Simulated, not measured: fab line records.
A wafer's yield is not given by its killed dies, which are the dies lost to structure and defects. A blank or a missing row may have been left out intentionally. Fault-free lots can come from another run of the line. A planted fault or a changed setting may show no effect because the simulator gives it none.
Which tool was responsible?    flow n5Finfet    Sampling: 10 lots, 28 wafers, 4 of 1938 route steps

== WHAT THE GAUGES READ, wafer by wafer ==
N5_BEOL_M4_RC_MEAS_101.
lot   measured      on         DIBL_N (mV/V)   DIBL_P (mV/V)   IOFF_N (nA/um)     IOFF_P (nA/um)  ION_N (uA/um)  ION_P (uA/um)  SS_N (mV/dec)   SS_P (mV/dec)   VT_N (mV)    VT_P (mV)
L835  day 7 21:37   prober-02  35.4 34.5 34.0  33.8 34.4 34.4  0.133 0.124 0.116  0.15 0.15 0.16  662 656 655    445 451 453    70.8 70.5 69.8  72.5 72.7 72.6  251 254 254  -258 -256 -257
L836  day 7 22:20   prober-01  36.1 36.0 34.9  35.7 36.3 33.9  0.154 0.150 0.130  0.20 0.22 0.18  668 666 672    459 460 459    71.1 71.1 70.7  73.1 73.1 73.0  253 252 253  -249 -248 -252
L837  day 8 12:00   prober-01  34.8 35.9 33.8  36.8 38.6 35.6  0.153 0.169 0.124  0.19 0.20 0.17  687 676 654    462 455 454    71.7 72.1 71.4  73.5 73.4 72.9  252 252 260  -255 -253 -256
L843  day 9 17:02   prober-01  36.0 36.4 36.3  38.9 37.9 38.7  0.162 0.158 0.175  0.24 0.22 0.24  676 681 704    477 468 480    70.3 71.3 71.8  73.6 73.6 73.8  250 248 248  -247 -248 -245
L845  day 10 14:43  prober-01  36.8 38.7 37.9  37.4 39.8 38.5  0.169 0.216 0.199  0.20 0.25 0.23  676 690 692    460 467 472    71.2 72.4 71.8  72.9 74.5 74.5  247 246 245  -252 -249 -250
L846  day 10 20:29  prober-01  37.3 34.3 36.1  35.7 32.8 35.5  0.166 0.124 0.151  0.25 0.20 0.24  657 670 660    460 469 459    72.1 70.5 71.3  73.9 72.4 73.4  250 252 250  -248 -249 -249
L852  day 12 09:48  prober-02  37.3 35.9       38.0 34.9       0.163 0.128        0.23 0.17       665 664        458 455        72.7 71.9       73.9 73.5       250 255      -251 -254
L853  day 12 13:02  prober-02  35.2 35.1       34.7 34.6       0.118 0.127        0.16 0.16       661 680        454 464        71.2 70.7       73.4 73.3       254 251      -257 -255
L857  day 13 12:37  prober-02  36.8 38.7 39.1  35.2 38.1 38.4  0.157 0.199 0.213  0.21 0.26 0.27  681 683 697    468 467 475    70.7 71.9 72.5  73.0 73.8 74.2  253 245 244  -250 -244 -248
L858  day 13 15:45  prober-02  34.6 34.9 35.7  34.7 33.6 34.8  0.133 0.135 0.154  0.19 0.16 0.19  665 679 681    458 461 459    71.8 71.3 71.5  72.8 72.4 73.6  251 252 250  -251 -253 -249

N5_MIM_BOT_LITHO_INSPECT_12: inspects for defects (macro).
lot   measured      on                rawDefectCount
L835  day 11 08:14  defectInspect-01  1 1 1
L836  day 11 07:56  defectInspect-01  0 1 4
L837  day 12 01:31  defectInspect-02  1 2 4
L843  day 13 08:02  defectInspect-01  3 0 1
L845  day 14 01:48  defectInspect-01  5 2 1
L846  day 14 11:42  defectInspect-01  0 1 1
L852  day 16 11:42  defectInspect-02  4
L853  day 16 06:27  defectInspect-01  2
L857  day 17 02:25  defectInspect-02  2 2 0
L858  day 17 11:31  defectInspect-01  2 0 3

N5_PASSIVATION_OVL_MEAS_60.
lot   measured      on          TV_OVL (nm)
L835  day 11 10:02  overlay-02  -7 3 2
L836  day 11 09:23  overlay-01  -7 0 -4
L837  day 12 04:41  overlay-01  -11 1 -6
L843  day 13 11:29  overlay-01  0 3 0
L845  day 14 03:15  overlay-01  -4 5 0
L846  day 14 13:50  overlay-02  9 6 10
L852  day 16 13:14  overlay-01  3
L853  day 16 08:32  overlay-01  -11
L857  day 17 03:59  overlay-01  0 -1 5
L858  day 17 16:25  overlay-01  2 -7 -3

== TOOL THAT RAN EACH LOT (tool first, then ch and the chambers of the sampled wafers, then the start) ==
lot   N5_BEOL_M11_VIA_ETCH_34
L835  rieDiel-01 ch 0,3, day 10 04:02
L836  rieDiel-03 ch 1,2,3, day 10 03:46
L837  rieDiel-03 ch 1,2,3, day 10 19:44
L843  rieDiel-01 ch 0,2,3, day 11 20:05
L845  rieDiel-01 ch 2,3, day 12 20:50
L846  rieDiel-03 ch 0,2,3, day 13 03:31
L852  rieDiel-03 ch 1,2, day 14 18:11
L853  rieDiel-03 ch 1, day 14 21:09
L857  rieDiel-04 ch 1,2,3, day 15 18:27
L858  rieDiel-04 ch 2,3, day 16 02:56
- N5_BEOL_M11_VIA_ETCH_34: etches SiCOH lowk in C4F6/O2, target depth 184.5 nm, time 69.2 s.

== WHAT THE TOOLS THEMSELVES READ (means of the sampled wafers that have a number; where no wafer has one, the mark that the record gives instead) ==
N5_BEOL_M11_VIA_ETCH_34.
lot   tool        O2_flow_sccm (sccm)  drypumpMotorCurrentA (A)  oesProductAu (a.u.)  rfVppV (V)  showerheadPlenumPTorr (Torr)  throttleValvePct (%)
L835  rieDiel-01  10.05                5.5                       0.88                 651         2.83                          20.84
L836  rieDiel-03  10.01                5.5                       0.73                 658         2.85                          21.22
L837  rieDiel-03  9.97                 5.5                       0.73                 657         2.85                          21.23
L843  rieDiel-01  10.01                5.8                       0.79                 651         2.80                          20.92
L845  rieDiel-01  10.01                6.0                       0.70                 657         2.75                          20.95
L846  rieDiel-03  10.03                5.5                       0.71                 660         2.88                          21.25
L852  rieDiel-03  10.02                5.6                       0.65                 655         2.78                          21.25
L853  rieDiel-03  9.99                 5.7                       0.66                 664         2.83                          21.21
L857  rieDiel-04  9.98                 5.9                       0.84                 669         2.84                          20.87
L858  rieDiel-04  9.98                 5.8                       0.76                 664         2.87                          20.77

== THE ANSWER, worked out from the rows above alone ==
Rule: what is usual is taken from the lots themselves. Put in order of their means at a reading, lots are off if they are a third of the lots or fewer, leave a main group of 4 or more, and stand apart from it by a gap of 3 or more times the standard deviation of the main group's means; of several such gaps the widest counts. A main group whose means are all the same, to the digits that the tables above print for the reading, isn't used. A lot without any number at a reading at which 4 lots or more have one is off too. All remaining lots with rows at the step are treated as sound. First the gauges in route order, then the tools' own readings, where a lot's mean is used as printed above. The first step at which some lot is off is used, and at that step the reading that is off furthest; a lot without a number counts as furthest.
Nothing can be told from this: no lot is off at any reading shown.

== WHAT THE SIMULATOR HAD INSERTED ==
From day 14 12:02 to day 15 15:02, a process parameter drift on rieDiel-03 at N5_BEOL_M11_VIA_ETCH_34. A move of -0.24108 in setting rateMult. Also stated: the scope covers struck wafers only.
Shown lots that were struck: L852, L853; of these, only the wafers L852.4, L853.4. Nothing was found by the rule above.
